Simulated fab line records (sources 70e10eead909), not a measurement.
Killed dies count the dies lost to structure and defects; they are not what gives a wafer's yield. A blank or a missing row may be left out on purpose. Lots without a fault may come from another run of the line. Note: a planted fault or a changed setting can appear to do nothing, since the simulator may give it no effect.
Matching of chambers || flow nand harc || NHARC_A_ZERO_WELL_ETCH_19 on rie diel-11: 4 sister chambers
The step etches the open film in N2/H2, target depth 80 nm, overetch 24 nm, time 87.88 s. 20 wafers are shown with their chamber, then 10 later ones without.

== WAFERS PAIRED WITH THEIR CHAMBERS ==
{"wafer": "L155.2", "chamber": 0, "showerhead plenum p Torr (Torr)": 2.10, "drypump motor current A (A)": 6.0, "rf vpp V (V)": 432.3}
{"wafer": "L155.3", "chamber": 2, "showerhead plenum p Torr (Torr)": 1.90, "drypump motor current A (A)": 6.6, "rf vpp V (V)": 427.1}
{"wafer": "L155.4", "chamber": 1, "showerhead plenum p Torr (Torr)": 2.00, "drypump motor current A (A)": 5.7, "rf vpp V (V)": 430.8}
{"wafer": "L154.3", "chamber": 1, "showerhead plenum p Torr (Torr)": 2.00, "drypump motor current A (A)": 5.7, "rf vpp V (V)": 430.0}
{"wafer": "L154.5", "chamber": 3, "showerhead plenum p Torr (Torr)": 2.06, "drypump motor current A (A)": 5.6, "rf vpp V (V)": 431.4}
{"wafer": "L154.6", "chamber": 2, "showerhead plenum p Torr (Torr)": 1.90, "drypump motor current A (A)": 6.5, "rf vpp V (V)": 426.3}
{"wafer": "L159.1", "chamber": 1, "showerhead plenum p Torr (Torr)": 2.00, "drypump motor current A (A)": 5.7, "rf vpp V (V)": 429.9}
{"wafer": "L159.4", "chamber": 1, "showerhead plenum p Torr (Torr)": 2.00, "drypump motor current A (A)": 5.7, "rf vpp V (V)": 428.9}
{"wafer": "L159.5", "chamber": 3, "showerhead plenum p Torr (Torr)": 2.06, "drypump motor current A (A)": 5.5, "rf vpp V (V)": 428.6}
{"wafer": "L160.1", "chamber": 3, "showerhead plenum p Torr (Torr)": 2.06, "drypump motor current A (A)": 5.6, "rf vpp V (V)": 429.9}
{"wafer": "L160.4", "chamber": 2, "showerhead plenum p Torr (Torr)": 1.90, "drypump motor current A (A)": 6.6, "rf vpp V (V)": 425.8}
{"wafer": "L160.6", "chamber": 0, "showerhead plenum p Torr (Torr)": 2.10, "drypump motor current A (A)": 6.0, "rf vpp V (V)": 433.0}
{"wafer": "L161.2", "chamber": 1, "showerhead plenum p Torr (Torr)": 2.00, "drypump motor current A (A)": 5.7, "rf vpp V (V)": 428.8}
{"wafer": "L161.5", "chamber": 3, "showerhead plenum p Torr (Torr)": 2.06, "drypump motor current A (A)": 5.5, "rf vpp V (V)": 430.7}
{"wafer": "L161.6", "chamber": 0, "showerhead plenum p Torr (Torr)": 2.10, "drypump motor current A (A)": 6.0, "rf vpp V (V)": 433.0}
{"wafer": "L163.3", "chamber": 2, "showerhead plenum p Torr (Torr)": 1.91, "drypump motor current A (A)": 6.6, "rf vpp V (V)": 428.5}
{"wafer": "L163.4", "chamber": 1, "showerhead plenum p Torr (Torr)": 2.00, "drypump motor current A (A)": 5.7, "rf vpp V (V)": 430.7}
{"wafer": "L163.5", "chamber": 2, "showerhead plenum p Torr (Torr)": 1.90, "drypump motor current A (A)": 6.6, "rf vpp V (V)": 427.2}
{"wafer": "L171.3", "chamber": 2, "showerhead plenum p Torr (Torr)": 1.90, "drypump motor current A (A)": 6.5, "rf vpp V (V)": 427.4}
{"wafer": "L171.4", "chamber": 0, "showerhead plenum p Torr (Torr)": 2.10, "drypump motor current A (A)": 6.0, "rf vpp V (V)": 430.6}

SIGNATURES (means of the wafers above)
{"reading": "showerhead plenum p Torr", "chamber 0": 2.1000, "chamber 1": 2.0000, "chamber 2": 1.9017, "chamber 3": 2.0600, "scatter within a chamber": 0.00228}
{"reading": "drypump motor current A", "chamber 0": 6.000, "chamber 1": 5.700, "chamber 2": 6.567, "chamber 3": 5.550, "scatter within a chamber": 0.0382}
{"reading": "rf vpp V", "chamber 0": 432.225, "chamber 1": 429.850, "chamber 2": 427.050, "chamber 3": 430.150, "scatter within a chamber": 1.01}
Rule: for a wafer and a chamber, the distance is found by dividing, reading by reading, the gap between the wafer's reading and the chamber's mean by the reading's scatter, squaring, summing and taking the root. The wafer belongs to the nearest chamber; if the next one is less than 2 further off, it can't be placed. The scatter: the root of (the sum of the squares of (reading less its chamber's mean) over the shown wafers, divided by (wafers less chambers)).

== WAFERS WHOSE CHAMBER IS MISSING ==
{"wafer": "L171.5", "showerhead plenum p Torr (Torr)": 2.06, "drypump motor current A (A)": 5.6, "rf vpp V (V)": 431.2}
{"wafer": "L172.1", "showerhead plenum p Torr (Torr)": 1.90, "drypump motor current A (A)": 6.6, "rf vpp V (V)": 425.5}
{"wafer": "L172.2", "showerhead plenum p Torr (Torr)": 2.06, "drypump motor current A (A)": 5.6, "rf vpp V (V)": 431.4}
{"wafer": "L172.3", "showerhead plenum p Torr (Torr)": 2.00, "drypump motor current A (A)": 5.7, "rf vpp V (V)": 429.2}
{"wafer": "L174.3", "showerhead plenum p Torr (Torr)": 2.10, "drypump motor current A (A)": 6.0, "rf vpp V (V)": 431.0}
{"wafer": "L174.5", "showerhead plenum p Torr (Torr)": 2.06, "drypump motor current A (A)": 5.6, "rf vpp V (V)": 432.3}
{"wafer": "L174.6", "showerhead plenum p Torr (Torr)": 2.10, "drypump motor current A (A)": 6.0, "rf vpp V (V)": 432.5}
{"wafer": "L176.3", "showerhead plenum p Torr (Torr)": 2.00, "drypump motor current A (A)": 5.7, "rf vpp V (V)": 428.3}
{"wafer": "L176.5", "showerhead plenum p Torr (Torr)": 1.90, "drypump motor current A (A)": 6.6, "rf vpp V (V)": 427.4}
{"wafer": "L176.6", "showerhead plenum p Torr (Torr)": 2.00, "drypump motor current A (A)": 5.7, "rf vpp V (V)": 429.5}

== CHAMBER TAKEN BY EACH ==
{"wafer": "L171.5", "from the rows above": 3, "in truth": 3}
{"wafer": "L172.1", "from the rows above": 2, "in truth": 2}
{"wafer": "L172.2", "from the rows above": 3, "in truth": 3}
{"wafer": "L172.3", "from the rows above": 1, "in truth": 1}
{"wafer": "L174.3", "from the rows above": 0, "in truth": 0}
{"wafer": "L174.5", "from the rows above": 3, "in truth": 3}
{"wafer": "L174.6", "from the rows above": 0, "in truth": 0}
{"wafer": "L176.3", "from the rows above": 1, "in truth": 1}
{"wafer": "L176.5", "from the rows above": 2, "in truth": 2}
{"wafer": "L176.6", "from the rows above": 1, "in truth": 1}
10 of 10 placed correctly. Left unplaced by these rows: 0. 0 placed wrongly.
